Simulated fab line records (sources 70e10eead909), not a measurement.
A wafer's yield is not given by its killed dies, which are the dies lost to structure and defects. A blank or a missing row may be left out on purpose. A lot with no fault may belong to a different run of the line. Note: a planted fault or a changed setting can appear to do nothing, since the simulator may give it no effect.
Matching of chambers    flow nandHarc    NHARC_A_STAIRCASE_CMP_472 on cmp-01: 4 sister chambers
The step polishes SiO2. 18 wafers are shown with their chamber, then 9 later ones without.

== WAFERS PAIRED WITH THEIR CHAMBERS ==
wafer   chamber  motorCurrentA (A)  edgeZonePressureFrac
L075.1  0        10.9               0.995
L075.3  1        10.7               0.997
L075.6  0        11.4               1.003
L080.1  2        12.9               0.994
L080.3  0        11.4               1.009
L080.5  0        10.8               1.004
L082.2  0        10.8               1.003
L082.4  3        12.5               0.999
L082.6  0        10.7               1.001
L083.1  1        11.0               1.006
L083.2  3        12.5               0.998
L083.3  0        11.0               1.000
L088.2  3        12.8               1.003
L088.3  1        10.7               1.011
L088.5  0        10.7               1.001
L091.1  3        12.4               1.000
L091.5  0        10.7               0.995
L091.6  3        11.9               1.007

SIGNATURES (means of the wafers above)
reading               chamber 0  chamber 1  chamber 2  chamber 3  scatter within a chamber
motorCurrentA         10.933     10.800     12.900     12.420     0.284
edgeZonePressureFrac  1.00122    1.00467    0.99400    1.00140    0.00469
Rule: for each reading, subtract the chamber's mean from the wafer's reading, divide by that reading's scatter and square the result; add these up over the readings and take the root, which gives the wafer's distance from the chamber. If the next closest chamber is less than 2 further off than the closest, the wafer can't be placed; otherwise it belongs to the closest. How the scatter is found: for the shown wafers, subtract from each reading the mean of its chamber, square and add these, divide the total by (wafers less chambers), then take the root.

== WAFERS MISSING THEIR CHAMBER ==
wafer   motorCurrentA (A)  edgeZonePressureFrac
L090.2  12.7               0.999
L090.3  11.8               1.007
L090.5  12.9               1.006
L093.1  11.3               1.011
L093.2  10.5               0.996
L093.3  12.6               0.996
L096.1  11.0               1.003
L096.3  12.2               0.994
L096.6  12.6               1.003

== CHAMBER TAKEN BY EACH ==
wafer   from the rows above           in truth
L090.2  can't be placed: 3 or 2       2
L090.3  can't be placed: 3 or 0 or 1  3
L090.5  can't be placed: 3 or 2       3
L093.1  can't be placed: 1 or 0       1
L093.2  can't be placed: 0 or 1       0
L093.3  can't be placed: 2 or 3       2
L096.1  can't be placed: 0 or 1       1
L096.3  can't be placed: 3 or 2       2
L096.6  can't be placed: 3 or 2       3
Placed correctly: 0 of 9. Cannot be placed on the basis of these rows: 9; the candidates contain the true chamber in 9. 0 placed wrongly.
